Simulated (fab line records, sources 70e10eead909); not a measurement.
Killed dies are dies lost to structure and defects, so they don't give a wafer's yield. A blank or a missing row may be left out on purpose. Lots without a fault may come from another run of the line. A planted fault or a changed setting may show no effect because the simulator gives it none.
fab line records | flow nand_harc
record lots=23 wafers=69 last_day=34
route steps=1302 shown A_M1@1180 A_BONDPAD@1220 HYBRID_BOND@1237
lots that met no fault: from a run of the same line without faults
start_h: hours from the record's first day to the start of the lot's first wafer shown | wait_h: hours since the lot's step before | " the same as in the row above | L1.1+2: a row that stands for several wafers | - no value, or no start given | * or withheld: withheld | < > ~ a bound
route shown NAME@n: a module of which the file shows steps, and the number in the route of the first | usual: mean/standard deviation of fault-free wafers | same: alike in all rows | chamber/n: place in a boat | sites: the reading at each site | _std_site: their standard deviation | _edge_site: outer sites' mean less inner sites' | radius_mm: how far each site lies from the wafer's centre | mask NAME#n: copy n | behind: the tool/chamber that last shaped the wafer | hold: why the lot was held/for how many hours/how that ended | device: the transistor (n, p or np) that didn't switch | end of line: the same wafers' tests at the end of the route | a step without rows: its recipe alone | killed: dies lost to structure and defects at the first sort, not the wafer's yield | map: a wafer's dies, x killed, . not, _ none there
set.NAME: the setting as run; set.NAME@STEP: as run at that earlier step | model.NAME: the simulator's own value behind a step, which no gauge read
steps of the route over a sample of lots; a table a step, a row a wafer
services: from which hour (start_h, from the record's first day; less than 0 if before it) a tool's chamber was out of use, for how many hours, and why
## steps
# step NHARC_A_M1_OVL_MEAS_10
# recipe pitch_nm=240
# usual overlay_x_nm=0.1/0.94 overlay_y_nm=0.1/0.64
# columns lot.wafer tool chamber start_h wait_h overlay_x_nm overlay_y_nm
L077.4 overlay-01 - 546.88 - -0.6 -0.1
L077.5 " - " " -0.1 -0.3
L077.6 " - " " 0.1 -0.4
L074.1 overlay-02 - 549.44 - -1.5 -1.0
L074.4 " - " " -0.4 -0.8
L074.6 " - " " -1.2 -1.1
L075.2 overlay-02 - 556.92 - 0.4 -1.0
L075.5 " - " " 0.2 -0.7
L075.6 " - " " 0.5 -0.4
L076.1 overlay-01 - 561.74 - 0.1 -0.6
L076.2 " - " " 0.0 0.7
L076.5 " - " " 0.0 0.7
L078.3 overlay-01 - 577.98 - 1.3 0.2
L078.5 " - " " 1.5 -0.2
L078.6 " - " " 2.1 -0.1
L079.2 overlay-02 - 581.76 - 0.6 -0.2
L079.4 " - " " 0.7 -0.6
L079.5 " - " " 0.5 -1.0
L081.2 overlay-02 - 588.47 - 2.1 -0.2
L081.5 " - " " 1.5 -0.3
L081.6 " - " " 1.8 -0.2
L080.4 overlay-02 - 591.17 - 0.0 0.4
L080.5 " - " " 0.1 1.0
L080.6 " - " " -0.4 0.2
L082.1 overlay-02 - 617.84 - -0.7 0.2
L082.2 " - " " -0.7 -0.1
L082.4 " - " " -0.6 -0.3
L083.1 overlay-02 - 633.67 - -1.1 -0.4
L083.2 " - " " -1.2 0.4
L083.3 " - " " -1.2 -0.2
L084.2 overlay-01 - 634.38 - 1.9 -0.4
L084.3 " - " " 2.0 -0.5
L084.6 " - " " 1.5 0.0
L085.1 overlay-01 - 640.26 - -0.2 0.6
L085.3 " - " " -0.4 0.0
L085.4 " - " " -0.4 0.9
L086.1 overlay-02 - 645.41 - -1.1 0.2
L086.2 " - " " -1.1 0.2
L086.5 " - " " -1.6 0.5
L087.1 overlay-02 - 650.30 - 1.4 0.6
L087.5 " - " " 1.0 0.5
L087.6 " - " " 1.8 0.8
L089.2 overlay-01 - 670.21 - -0.1 0.6
L089.4 " - " " 0.7 0.5
L089.6 " - " " 0.5 0.0
L088.1 overlay-01 - 671.70 - -0.9 0.9
L088.5 " - " " -0.1 0.3
L088.6 " - " " -0.9 0.3
L090.1 overlay-02 - 706.62 - -0.1 -0.4
L090.4 " - " " 0.1 0.3
L090.5 " - " " 0.7 0.1
L092.1 overlay-02 - 714.11 - -0.2 1.0
L092.3 " - " " 0.4 0.9
L092.4 " - " " 0.4 0.9
L091.1 overlay-01 - 715.82 - -0.5 1.4
L091.2 " - " " 0.4 1.6
L091.3 " - " " 0.1 1.0
L094.1 overlay-01 - 722.88 - 1.3 -0.4
L094.2 " - " " 1.5 0.0
L094.5 " - " " 1.4 0.0
L095.3 overlay-01 - 747.29 - 0.1 0.8
L095.4 " - " " 0.1 0.6
L095.6 " - " " -0.5 0.4
L097.2 overlay-02 - 759.15 - -1.3 0.4
L097.5 " - " " -0.8 0.6
L097.6 " - " " -1.0 0.5
L096.1 overlay-02 - 770.96 - -0.3 -0.8
L096.2 " - " " -0.6 -1.3
L096.6 " - " " -0.8 -1.5
# step NHARC_A_M1_ETCH_35
# recipe target_depth_a=400 overetch_a=120 time_s=43.94 ion_energy_ev=200 n2_flow_sccm=150 h2_flow_sccm=150 ar_flow_sccm=0 rf_w=400 bias_w=150 chemistry=N2/H2
# usual drypump_motor_current_A=5.7/0.48 oes_product_au=0.998/0.013 rf_vpp_V=430.2/2.6 showerhead_plenum_p_Torr=2.03/0.094 throttle_valve_pct=14.171/0.0095
# same time_s=43.94
# columns lot.wafer tool chamber start_h wait_h drypump_motor_current_A oes_product_au rf_hours_counter_h rf_vpp_V showerhead_plenum_p_Torr throttle_valve_pct
L077.4 rie_diel-13 0 547.07 0.1 6.6 1.023 1.1 426.8 1.92 14.158
L077.5 " 3 " " 6.0 0.974 - 432.6 2.11 14.166
L077.6 " 0 " " 6.6 1.024 - 427.8 1.92 14.164
L074.1 rie_diel-13 1 549.62 0.1 5.5 0.985 1.2 432.0 2.11 14.163
L074.4 " 0 " " 6.6 1.021 1.2 426.9 1.92 14.180
L074.6 " 1 " " 5.5 0.995 - 431.7 2.11 14.162
L075.2 rie_diel-12 2 557.11 0.1 5.9 1.007 5.4 424.9 1.90 14.167
L075.5 " 0 " " 5.9 1.011 - 434.1 2.16 14.180
L075.6 " 1 " " 5.8 0.995 - 431.3 2.09 14.175
L076.1 rie_diel-13 2 561.93 0.1 5.3 0.997 1.8 427.0 1.93 14.175
L076.2 " 3 " " 5.9 0.987 1.6 431.4 2.10 14.177
L076.5 " 1 " " 5.5 0.989 - 432.2 2.11 14.173
L078.3 rie_diel-13 0 578.16 0.1 6.6 1.023 2.0 427.6 1.92 14.173
L078.6 " 0 " " 6.6 1.014 - 427.2 1.92 14.169
L078.5 " 1 " " 5.5 0.990 - 432.4 2.11 14.177
L079.4 rie_diel-08 1 581.94 0.1 5.1 0.997 1.2 427.6 1.96 14.185
L079.2 " 0 " " 5.7 1.013 1.4 428.2 1.94 14.171
L079.5 " 2 " " 5.1 1.001 - 431.1 2.05 14.154
L081.2 rie_diel-13 3 588.65 0.1 5.9 0.985 2.0 430.7 2.11 14.176
L081.5 " 3 " " 5.9 0.980 - 432.6 2.11 14.170
L081.6 " 0 " " 6.6 1.019 - 428.5 1.92 14.165
L080.4 rie_diel-13 3 591.37 0.1 5.9 0.970 2.1 433.1 2.11 14.177
L080.6 " 0 " " 6.7 1.012 - 426.5 1.92 14.173
L080.5 " 1 " " 5.5 0.991 - 431.5 2.11 14.175
L082.1 rie_diel-08 3 618.03 0.1 5.5 0.996 3.0 433.6 2.19 14.169
L082.4 " 1 " " 5.1 0.971 2.8 427.7 1.96 14.154
L082.2 " 2 " " 5.1 0.992 1.8 431.2 2.05 14.171
L083.2 rie_diel-13 3 633.86 0.1 5.9 0.994 3.5 432.6 2.10 14.182
L083.3 " 0 " " 6.6 1.017 3.6 428.2 1.92 14.165
L083.1 " 1 " " 5.5 0.988 3.9 431.7 2.11 14.155
L084.2 rie_diel-13 2 634.56 0.1 5.4 0.999 3.9 427.4 1.93 14.174
L084.3 " 1 " " 5.5 0.992 3.9 432.0 2.10 14.173
L084.6 " 2 " " 5.4 1.011 - 427.9 1.93 14.183
L085.4 rie_diel-13 3 640.45 0.1 5.9 0.982 3.9 434.0 2.10 14.181
L085.1 " 0 " " 6.6 1.011 3.9 427.6 1.92 14.175
L085.3 " 1 " " 5.5 0.973 4.1 433.5 2.10 14.168
L086.2 rie_diel-13 3 645.60 0.1 5.9 0.986 4.1 432.2 2.10 14.165
L086.1 " 0 " " 6.6 1.025 4.1 428.3 1.92 14.165
L086.5 " 1 " " 5.5 0.977 - 431.8 2.11 14.171
L087.1 rie_diel-08 1 650.52 0.1 5.1 0.979 4.5 427.4 1.96 14.182
L087.6 " 2 " " 5.0 1.011 - 431.5 2.05 14.177
L087.5 " 0 " " 5.7 0.996 - 428.4 1.94 14.161
L089.2 rie_diel-12 1 670.40 0.1 5.8 1.003 2.5 431.6 2.08 14.171
L089.4 " 3 " " 6.5 1.010 1.7 433.3 2.15 14.175
L089.6 " 0 " " 5.9 0.991 - 433.4 2.16 14.157
L088.1 rie_diel-08 1 671.89 0.1 5.1 0.991 5.9 427.7 1.96 14.173
L088.5 " 1 " " 5.1 0.997 - 428.0 1.96 14.176
L088.6 " 2 " " 5.1 1.008 - 431.5 2.05 14.167
L090.4 rie_diel-08 2 706.80 0.1 5.0 1.009 5.7 430.3 2.05 14.165
L090.1 " 3 " " 5.5 1.008 7.5 433.6 2.19 14.169
L090.5 " 2 " " 5.1 1.016 - 431.6 2.05 14.179
L092.3 rie_diel-13 2 714.29 0.1 5.4 0.999 0.2 428.2 1.93 14.172
L092.4 " 3 " " 5.9 0.990 0.2 432.8 2.10 14.175
L092.1 " 1 " " 5.5 1.000 0.2 432.9 2.10 14.190
L091.2 rie_diel-13 3 716.00 0.1 5.9 0.976 0.2 434.1 2.10 14.174
L091.1 " 1 " " 5.5 0.997 0.3 432.5 2.11 14.183
L091.3 " 2 " " 5.4 1.001 0.3 428.2 1.93 14.172
L094.1 rie_diel-13 2 723.06 0.1 5.4 0.994 0.4 427.6 1.93 14.167
L094.2 " 3 " " 5.9 0.977 0.4 431.5 2.10 14.162
L094.5 " 3 " " 6.0 0.975 - 432.7 2.10 14.174
L095.4 rie_diel-08 1 747.47 0.1 5.1 0.999 1.2 428.1 1.96 14.169
L095.3 " 2 " " 5.1 0.990 1.5 430.9 2.05 14.148
L095.6 " 2 " " 5.1 0.993 - 431.4 2.05 14.166
L097.2 rie_diel-12 3 759.36 0.1 6.5 1.002 5.3 432.5 2.15 14.168
L097.5 " 2 " " 5.9 0.998 - 427.6 1.90 14.158
L097.6 " 3 " " 6.5 1.005 - 434.0 2.15 14.168
L096.1 rie_diel-08 3 771.16 0.1 5.5 1.012 3.1 432.8 2.19 14.186
L096.2 " 0 " " 5.7 1.000 2.4 428.9 1.94 14.164
L096.6 " 2 " " 5.1 0.994 - 432.1 2.05 14.176
# step NHARC_A_BONDPAD_ETCH_12
# recipe target_depth_a=2200 time_s=110 chf3_flow_sccm=50 o2_flow_sccm=10 ar_flow_sccm=200 rf_w=500 bias_w=200 chemistry=CHF3/O2
# usual drypump_motor_current_A=5.70/0.25 oes_product_au=0.949/0.024 rf_vpp_V=370.2/2.4 showerhead_plenum_p_Torr=2.39/0.11 throttle_valve_pct=20.573/0.0091
# same time_s=110
# columns lot.wafer tool chamber start_h wait_h drypump_motor_current_A oes_product_au rf_hours_counter_h rf_vpp_V showerhead_plenum_p_Torr throttle_valve_pct
L077.4 rie_diel-04 2 - - 5.72 0.963 - 369.5 2.34 20.569
L077.5 " 0 " " 5.59 0.971 - 367.8 2.29 20.567
L077.6 " 1 " " 5.72 0.948 - 369.3 2.34 20.564
L074.1 rie_diel-04 0 - - 5.53 0.969 1 368.3 2.30 20.575
L074.4 " 0 " " 5.53 0.966 - 368.5 2.29 20.571
L074.6 " 1 " " 5.72 0.946 - 370.2 2.34 20.573
L075.2 rie_diel-03 1 - - 6.17 0.970 16 368.0 2.30 20.573
L075.5 " 0 " " 5.55 0.951 - 368.6 2.28 20.559
L075.6 " 1 " " 6.18 0.972 - 369.4 2.30 20.580
L076.1 rie_diel-04 0 - - 5.54 0.926 1 369.0 2.29 20.570
L076.2 " 2 " " 5.72 0.911 1 369.5 2.34 20.582
L076.5 " 3 " " 5.50 0.936 - 373.1 2.57 20.559
L078.3 rie_diel-03 2 - - 6.20 0.930 19 371.5 2.46 20.585
L078.6 " 1 " " 6.18 0.926 - 368.4 2.30 20.566
L078.5 " 2 " " 6.21 0.927 - 372.0 2.46 20.582
L079.4 rie_diel-04 2 - - 5.71 0.961 2 368.9 2.34 20.582
L079.2 " 3 " " 5.49 0.972 1 375.5 2.57 20.585
L079.5 " 1 " " 5.68 0.965 - 369.9 2.34 20.570
L081.2 rie_diel-03 0 - - 5.57 0.933 19 367.1 2.28 20.565
L081.6 " 1 " " 6.17 0.943 - 367.8 2.30 20.567
L081.5 " 2 " " 6.25 0.929 - 372.5 2.46 20.574
L080.4 rie_diel-04 1 - - 5.76 0.952 2 370.3 2.34 20.586
L080.6 " 2 " " 5.74 0.944 - 369.2 2.34 20.582
L080.5 " 3 " " 5.50 0.970 - 374.0 2.57 20.575
L082.1 rie_diel-04 1 - - 5.70 0.948 2 369.6 2.34 20.578
L082.2 " 2 " " 5.71 0.953 3 370.2 2.34 20.577
L082.4 " 3 " " 5.50 0.964 2 374.0 2.57 20.574
L083.2 rie_diel-04 0 - - 5.54 0.936 3 368.3 2.29 20.584
L083.3 " 1 " " 5.73 0.909 3 369.1 2.34 20.559
L083.1 " 2 " " 5.72 0.920 3 368.6 2.34 20.565
L084.2 rie_diel-02 2 - - 5.97 0.930 23 367.4 2.35 20.576
L084.3 " 3 " " 5.24 0.915 20 372.5 2.53 20.561
L084.6 " 3 " " 5.24 0.912 - 373.1 2.53 20.568
L085.4 rie_diel-04 0 - - 5.52 0.973 3 367.5 2.29 20.587
L085.3 " 2 " " 5.74 0.959 3 369.5 2.34 20.567
L085.1 " 3 " " 5.48 0.967 2 373.8 2.57 20.588
L086.1 rie_diel-04 1 - - 5.73 0.915 3 368.2 2.34 20.581
L086.2 " 2 " " 5.75 0.914 3 368.7 2.34 20.565
L086.5 " 2 " " 5.73 0.918 - 369.5 2.34 20.570
L087.1 rie_diel-04 1 - - 5.73 0.967 3 369.1 2.34 20.572
L087.5 " 2 " " 5.73 0.970 - 368.2 2.34 20.552
L087.6 " 3 " " 5.50 0.985 - 373.9 2.57 20.578
L089.4 rie_diel-03 0 - - 5.55 0.913 5 368.0 2.28 20.568
L089.2 " 1 " " 6.19 0.924 4 368.7 2.29 20.597
L089.6 " 3 " " 5.93 0.913 - 373.4 2.51 20.575
L088.1 rie_diel-02 0 - - 5.26 0.934 38 372.3 2.44 20.564
L088.6 " 2 " " 5.97 0.922 - 370.0 2.34 20.575
L088.5 " 3 " " 5.25 0.910 - 374.2 2.52 20.585
L090.1 rie_diel-03 2 - - 6.25 0.924 12 370.2 2.45 20.568
L090.4 " 1 " " 6.15 0.929 12 367.7 2.29 20.576
L090.5 " 2 " " 6.27 0.919 - 371.3 2.45 20.574
L092.4 rie_diel-04 0 - - 5.52 0.983 0 368.1 2.29 20.556
L092.1 " 1 " " 5.71 0.963 0 368.3 2.34 20.586
L092.3 " 2 " " 5.75 0.948 0 369.9 2.34 20.597
L091.1 rie_diel-04 3 - - 5.49 0.960 0 374.7 2.57 20.569
L091.3 " 0 " " 5.51 0.983 0 369.0 2.29 20.576
L091.2 " 1 " " 5.73 0.987 0 370.6 2.34 20.583
L094.1 rie_diel-04 3 - - 5.50 0.959 1 372.8 2.57 20.566
L094.2 " 1 " " 5.73 0.987 1 369.4 2.34 20.567
L094.5 " 3 " " 5.50 0.952 - 372.4 2.57 20.568
L095.4 rie_diel-04 3 - - 5.49 0.989 1 373.9 2.57 20.565
L095.3 " 0 " " 5.53 0.972 1 368.2 2.29 20.577
L095.6 " 2 " " 5.73 0.992 - 370.3 2.34 20.559
L097.2 rie_diel-03 0 - - 5.55 0.918 22 366.4 2.27 20.577
L097.5 " 3 " " 5.96 0.921 - 373.5 2.51 20.575
L097.6 " 0 " " 5.56 0.912 - 368.0 2.27 20.571
L096.1 rie_diel-04 3 - - 5.46 0.966 3 374.6 2.57 20.571
L096.2 " 1 " " 5.72 0.967 2 369.6 2.34 20.580
L096.6 " 3 " " 5.49 0.974 - 374.2 2.57 20.553
# step NHARC_A_BONDPAD_ETCH_24
# recipe target_depth_a=300 over_etch_frac=0.3 time_s=72.99 ion_energy_ev=150 cf4_flow_sccm=50 n2_flow_sccm=100 ar_flow_sccm=150 rf_w=300 bias_w=100 chemistry=CF4/N2
# usual drypump_motor_current_A=5.70/0.28 oes_product_au=0.999/0.011 rf_vpp_V=313.9/2 showerhead_plenum_p_Torr=2.61/0.11 throttle_valve_pct=19.794/0.0088
# same time_s=72.99
# columns lot.wafer tool chamber start_h wait_h drypump_motor_current_A oes_product_au rf_hours_counter_h rf_vpp_V showerhead_plenum_p_Torr throttle_valve_pct
L077.5 rie_diel-04 1 553.07 0.1 5.73 0.999 - 312.7 2.56 19.786
L077.6 " 2 " " 5.73 0.997 - 312.1 2.56 19.779
L077.4 " 0 " " 5.53 1.003 - 311.8 2.51 19.790
L074.1 rie_diel-04 0 555.23 0.1 5.54 1.003 1 312.9 2.51 19.811
L074.4 " 2 " " 5.73 0.995 - 311.4 2.56 19.797
L074.6 " 0 " " 5.56 1.004 - 311.8 2.51 19.793
L075.2 rie_diel-04 1 - - 5.71 1.004 1 313.6 2.56 19.805
L075.6 " 3 " " 5.53 1.014 - 315.9 2.81 19.789
L075.5 " 0 " " 5.56 1.003 - 311.1 2.51 19.782
L076.2 rie_diel-02 1 567.13 0.1 5.24 0.997 48 315.9 2.77 19.802
L076.1 " 3 " " 5.23 0.982 58 317.0 2.77 19.792
L076.5 " 0 " " 5.27 0.995 - 314.8 2.68 19.798
L078.3 rie_diel-04 0 - - 5.55 0.991 2 311.3 2.51 19.791
L078.6 " 1 " " 5.74 0.984 - 313.0 2.56 19.777
L078.5 " 2 " " 5.72 0.979 - 311.4 2.56 19.809
L079.4 rie_diel-03 2 - - 6.22 1.009 20 315.9 2.69 19.803
L079.2 " 3 " " 5.91 0.992 19 316.0 2.75 19.796
L079.5 " 1 " " 6.19 1.008 - 312.8 2.51 19.807
L081.2 rie_diel-02 3 - - 5.24 0.989 3 316.1 2.77 19.805
L081.5 " 0 " " 5.23 1.005 - 315.4 2.68 19.785
L081.6 " 1 " " 5.24 0.993 - 315.1 2.76 19.782
L080.4 rie_diel-03 0 - - 5.56 0.996 21 311.5 2.49 19.787
L080.5 " 1 " " 6.19 0.992 - 312.1 2.51 19.809
L080.6 " 2 " " 6.23 1.009 - 315.1 2.68 19.789
L082.2 rie_diel-03 0 - - 5.56 0.989 25 313.0 2.49 19.792
L082.1 " 1 " " 6.17 1.001 26 311.6 2.51 19.779
L082.4 " 2 " " 6.25 1.012 26 316.7 2.68 19.795
L083.1 rie_diel-04 1 - - 5.69 0.990 3 313.6 2.56 19.794
L083.3 " 2 " " 5.72 1.001 3 313.0 2.56 19.809
L083.2 " 3 " " 5.53 1.021 2 315.9 2.81 19.791
L084.2 rie_diel-02 1 - - 5.25 0.999 24 316.6 2.75 19.794
L084.3 " 2 " " 5.95 0.997 24 313.1 2.57 19.777
L084.6 " 1 " " 5.23 0.999 - 315.3 2.75 19.805
L085.3 rie_diel-03 3 645.67 0.1 5.88 0.976 0 317.5 2.75 19.803
L085.1 " 0 " " 5.56 0.985 0 314.4 2.49 19.774
L085.4 " 1 " " 6.20 1.006 - 311.6 2.51 19.791
L086.2 rie_diel-04 0 - - 5.54 1.000 3 312.4 2.51 19.798
L086.1 " 1 " " 5.72 0.994 3 313.8 2.56 19.788
L086.5 " 0 " " 5.54 1.014 - 312.6 2.51 19.797
L087.1 rie_diel-03 1 - - 6.19 1.003 2 312.2 2.51 19.784
L087.6 " 1 " " 6.19 0.994 - 312.2 2.51 19.770
L087.5 " 2 " " 6.24 1.003 - 314.2 2.68 19.799
L089.4 rie_diel-04 3 - - 5.53 1.021 4 316.9 2.81 19.784
L089.2 " 0 " " 5.53 1.002 4 312.0 2.51 19.808
L089.6 " 1 " " 5.72 0.985 - 314.6 2.56 19.805
L088.1 rie_diel-04 2 - - 5.76 0.985 4 314.2 2.56 19.790
L088.5 " 2 " " 5.72 0.995 - 312.5 2.56 19.785
L088.6 " 3 " " 5.48 1.022 - 317.4 2.81 19.791
L090.1 rie_diel-03 2 - - 6.23 1.006 12 315.7 2.68 19.798
L090.4 " 0 " " 5.57 0.990 12 311.7 2.49 19.790
L090.5 " 1 " " 6.21 1.007 - 312.2 2.50 19.806
L092.3 rie_diel-04 0 - - 5.54 1.008 0 312.5 2.51 19.803
L092.1 " 1 " " 5.74 0.987 0 313.1 2.56 19.783
L092.4 " 3 " " 5.49 0.981 0 318.4 2.81 19.791
L091.3 rie_diel-03 3 - - 5.92 0.991 14 315.5 2.74 19.794
L091.1 " 0 " " 5.55 0.982 15 311.7 2.49 19.795
L091.2 " 2 " " 6.22 0.999 14 314.7 2.68 19.779
L094.2 rie_diel-03 2 - - 6.23 0.996 16 316.8 2.67 19.802
L094.1 " 3 " " 5.91 0.992 16 314.3 2.74 19.790
L094.5 " 1 " " 6.19 0.994 - 311.7 2.50 19.792
L095.3 rie_diel-04 1 - - 5.73 1.005 1 312.1 2.56 19.793
L095.4 " 3 " " 5.49 1.001 1 315.8 2.81 19.794
L095.6 " 1 " " 5.73 0.997 - 314.0 2.56 19.775
L097.2 rie_diel-04 1 - - 5.71 1.007 2 313.7 2.56 19.801
L097.6 " 1 " " 5.73 1.005 - 312.0 2.56 19.801
L097.5 " 2 " " 5.72 1.008 - 312.3 2.56 19.796
L096.1 rie_diel-04 3 776.59 0.2 5.48 1.004 3 316.1 2.81 19.802
L096.2 " 1 " " 5.72 1.004 2 313.5 2.56 19.803
L096.6 " 1 " " 5.73 1.006 - 312.1 2.56 19.798
# step NHARC_A_BONDPAD_DEGAS_25
# recipe temp_c=300 time_s=60
# usual heater_power_w=462/47
# same time_s=60
# columns lot.wafer tool chamber start_h wait_h heater_power_w
L077.4 pvd_sputter-01 - 553.48 - 365
L077.6 " - " " 508
L077.5 " - " " 475
L074.4 pvd_sputter-02 - 555.65 - 499
L074.1 " - " " 493
L074.6 " - " " 496
L075.2 pvd_sputter-03 - 562.84 - 413
L075.5 " - " " 507
L075.6 " - " " 399
L076.1 pvd_sputter-02 - 567.53 - 441
L076.2 " - " " 496
L076.5 " - " " 448
L078.3 pvd_sputter-02 - 583.73 - 442
L078.6 " - " " 492
L078.5 " - " " 463
L079.2 pvd_sputter-02 - 587.52 - 497
L079.4 " - " " 500
L079.5 " - " " 493
L081.2 pvd_sputter-02 - 594.38 - 448
L081.5 " - " " 486
L081.6 " - " " 497
L080.4 pvd_sputter-03 - 596.98 - 523
L080.5 " - " " 446
L080.6 " - " " 433
L082.4 pvd_sputter-03 - 623.93 - 438
L082.1 " - " " 509
L082.2 " - " " 403
L083.2 pvd_sputter-01 - 639.76 - 388
L083.1 " - " " 515
L083.3 " - " " 470
L084.2 pvd_sputter-01 - 640.12 - 507
L084.3 " - " " 365
L084.6 " - " " 506
L085.1 pvd_sputter-03 - 646.07 - 426
L085.4 " - " " 520
L085.3 " - " " 450
L086.1 pvd_sputter-03 - 651.09 - 396
L086.2 " - " " 457
L086.5 " - " " 504
L087.1 pvd_sputter-02 - 656.24 - 482
L087.6 " - " " 504
L087.5 " - " " 455
L089.4 pvd_sputter-01 - 676.02 - 360
L089.2 " - " " 511
L089.6 " - " " 362
L088.1 pvd_sputter-03 - 677.48 - 455
L088.5 " - " " 435
L088.6 " - " " 505
L090.4 pvd_sputter-01 - 712.23 - 507
L090.1 " - " " 362
L090.5 " - " " 459
L092.3 pvd_sputter-03 - 719.86 - 460
L092.4 " - " " 503
L092.1 " - " " 397
L091.2 pvd_sputter-02 - 721.61 - 495
L091.1 " - " " 447
L091.3 " - " " 517
L094.1 pvd_sputter-03 - 734.43 - 514
L094.2 " - " " 401
L094.5 " - " " 447
L095.4 pvd_sputter-02 - 753.08 - 500
L095.3 " - " " 443
L095.6 " - " " 469
L097.2 pvd_sputter-02 - 764.96 - 509
L097.6 " - " " 466
L097.5 " - " " 525
L096.1 pvd_sputter-03 - 777.01 - 454
L096.2 " - " " 490
L096.6 " - " " 457
# step NHARC_HYBRID_BOND_ACTIVATE_00
# recipe time_s=60 n2_flow_sccm=200 ar_flow_sccm=0 bias_power_w=0 chemistry=N2
# usual drypump_motor_current_A=5.9/0.39 oes_product_au=1.000/0.013 rf_vpp_V=63.9/0.87 showerhead_plenum_p_Torr=1.72/0.068
# same time_s=60
# columns lot.wafer tool chamber start_h wait_h drypump_motor_current_A oes_product_au rf_hours_counter_h rf_vpp_V showerhead_plenum_p_Torr
L077.4 rie_diel-10 1 555.15 0.1 5.9 1.017 45 62.8 1.63
L077.5 " 0 " " 6.0 1.011 - 65.0 1.88
L077.6 " 1 " " 5.9 1.011 - 63.2 1.63
L074.4 rie_diel-09 2 557.32 0.1 6.1 0.989 5 63.8 1.73
L074.1 " 0 " " 6.4 1.021 5 63.3 1.70
L074.6 " 3 " " 5.5 1.009 - 62.7 1.65
L075.2 rie_diel-10 0 564.57 0.1 5.9 1.005 48 65.4 1.88
L075.6 " 1 " " 5.9 1.009 - 64.6 1.63
L075.5 " 2 " " 4.8 1.007 - 63.6 1.68
L076.1 rie_diel-07 0 569.45 0.1 5.8 0.986 25 63.2 1.66
L076.2 " 1 " " 5.8 0.992 29 64.2 1.76
L076.5 " 1 " " 5.8 0.991 - 65.3 1.76
L078.3 rie_diel-09 0 585.49 0.1 6.4 1.006 8 64.5 1.70
L078.6 " 3 " " 5.5 1.016 - 62.6 1.65
L078.5 " 0 " " 6.4 1.017 - 63.7 1.70
L079.2 rie_diel-07 1 589.45 0.1 5.9 0.987 35 63.9 1.76
L079.4 " 2 " " 5.9 1.003 35 64.2 1.64
L079.5 " 1 " " 5.9 0.991 - 64.6 1.75
L081.2 rie_diel-09 0 596.07 0.1 6.4 1.010 9 64.3 1.69
L081.6 " 3 " " 5.5 1.026 - 63.3 1.65
L081.5 " 1 " " 6.0 1.002 - 64.9 1.78
L080.4 rie_diel-09 0 598.67 0.1 6.4 1.014 9 65.1 1.70
L080.6 " 0 " " 6.4 1.024 - 63.9 1.70
L080.5 " 1 " " 6.1 1.002 - 62.7 1.78
L082.4 rie_diel-09 1 625.60 0.1 6.1 0.993 12 63.8 1.78
L082.2 " 2 " " 6.1 0.989 11 64.7 1.73
L082.1 " 0 " " 6.3 1.006 13 64.3 1.69
L083.3 rie_diel-09 2 641.45 0.1 6.1 0.994 13 65.1 1.72
L083.1 " 3 " " 5.5 1.003 13 64.5 1.65
L083.2 " 0 " " 6.4 1.023 15 64.0 1.69
L084.3 rie_diel-09 2 642.08 0.1 6.0 0.987 13 64.8 1.72
L084.2 " 1 " " 6.1 0.989 14 63.8 1.78
L084.6 " 2 " " 6.1 0.980 - 63.8 1.72
L085.4 rie_diel-09 0 647.76 0.1 6.4 0.999 15 62.5 1.69
L085.1 " 2 " " 6.0 0.979 13 62.2 1.72
L085.3 " 3 " " 5.5 1.020 14 63.0 1.65
L086.2 rie_diel-10 1 652.77 0.1 5.9 1.009 18 65.1 1.91
L086.1 " 3 " " 5.0 1.000 15 62.4 1.68
L086.5 " 2 " " 4.8 1.032 - 64.3 1.68
L087.1 rie_diel-09 0 657.99 0.1 6.4 1.014 16 64.3 1.69
L087.6 " 1 " " 6.1 0.987 - 63.6 1.78
L087.5 " 2 " " 6.0 0.989 - 62.6 1.72
L089.4 rie_diel-07 1 677.74 0.1 5.8 1.000 4 65.1 1.75
L089.2 " 2 " " 5.9 1.025 5 62.8 1.63
L089.6 " 2 " " 5.9 1.018 - 63.9 1.63
L088.1 rie_diel-10 2 679.15 0.1 4.8 1.019 20 63.4 1.67
L088.6 " 0 " " 6.0 0.995 - 65.1 1.87
L088.5 " 1 " " 5.9 1.000 - 63.7 1.91
L090.4 rie_diel-09 0 713.91 0.1 6.4 1.015 4 63.3 1.69
L090.1 " 1 " " 6.1 0.979 4 63.9 1.78
L090.5 " 1 " " 6.1 0.973 - 64.0 1.78
L092.4 rie_diel-09 2 721.79 0.1 6.1 0.993 5 63.5 1.72
L092.1 " 0 " " 6.4 1.009 5 62.1 1.69
L092.3 " 1 " " 6.1 0.985 5 64.0 1.78
L091.3 rie_diel-09 1 723.32 0.1 6.1 0.981 5 65.1 1.78
L091.1 " 2 " " 6.0 0.995 5 63.6 1.72
L091.2 " 3 " " 5.5 0.991 4 63.3 1.65
L094.1 rie_diel-07 1 736.15 0.1 5.8 0.973 23 64.6 1.74
L094.2 " 2 " " 6.0 1.003 22 63.7 1.63
L094.5 " 3 " " 6.2 0.985 - 64.9 1.76
L095.4 rie_diel-09 1 754.75 0.1 6.1 0.987 7 65.8 1.78
L095.3 " 3 " " 5.6 0.998 7 63.4 1.64
L095.6 " 1 " " 6.1 0.997 - 64.3 1.78
L097.2 rie_diel-09 1 766.64 0.1 6.1 0.974 8 65.5 1.78
L097.5 " 1 " " 6.1 0.980 - 62.6 1.78
L097.6 " 3 " " 5.5 0.998 - 62.7 1.64
L096.2 rie_diel-09 3 778.69 0.1 5.6 0.992 9 64.3 1.64
L096.1 " 0 " " 6.4 1.002 8 65.0 1.69
L096.6 " 0 " " 6.4 1.007 - 63.3 1.69
## services
# columns tool chamber start_h hours kind
pvd_sputter-03 - 525.37 1.4 repair
pvd_sputter-03 - 526.80 10.0 pm
rie_diel-04 - 531.90 9.0 pm
rie_diel-04 3 548.38 10.6 repair
pvd_sputter-03 - 548.73 7.0 repair
pvd_sputter-03 - 585.00 4.6 repair
rie_diel-09 2 586.90 9.3 repair
pvd_sputter-03 - 630.01 9.6 repair
rie_diel-03 - 635.38 9.0 pm
pvd_sputter-02 - 638.00 10.0 pm
rie_diel-09 - 674.10 9.0 pm
rie_diel-13 - 678.48 23.2 repair
rie_diel-09 3 685.51 1.9 repair
rie_diel-04 0 690.87 2.9 repair
rie_diel-13 - 701.70 9.0 pm
pvd_sputter-03 - 704.80 10.0 pm
rie_diel-04 - 708.90 9.0 pm
rie_diel-09 - 723.48 1.0 repair
rie_diel-09 3 728.98 4.8 repair
rie_diel-09 0 740.03 2.0 repair
rie_diel-03 1 741.51 21.3 repair
rie_diel-04 0 744.65 1.5 repair
rie_diel-09 2 766.49 19.2 repair
rie_diel-04 2 775.65 6.9 repair
## key
fault none
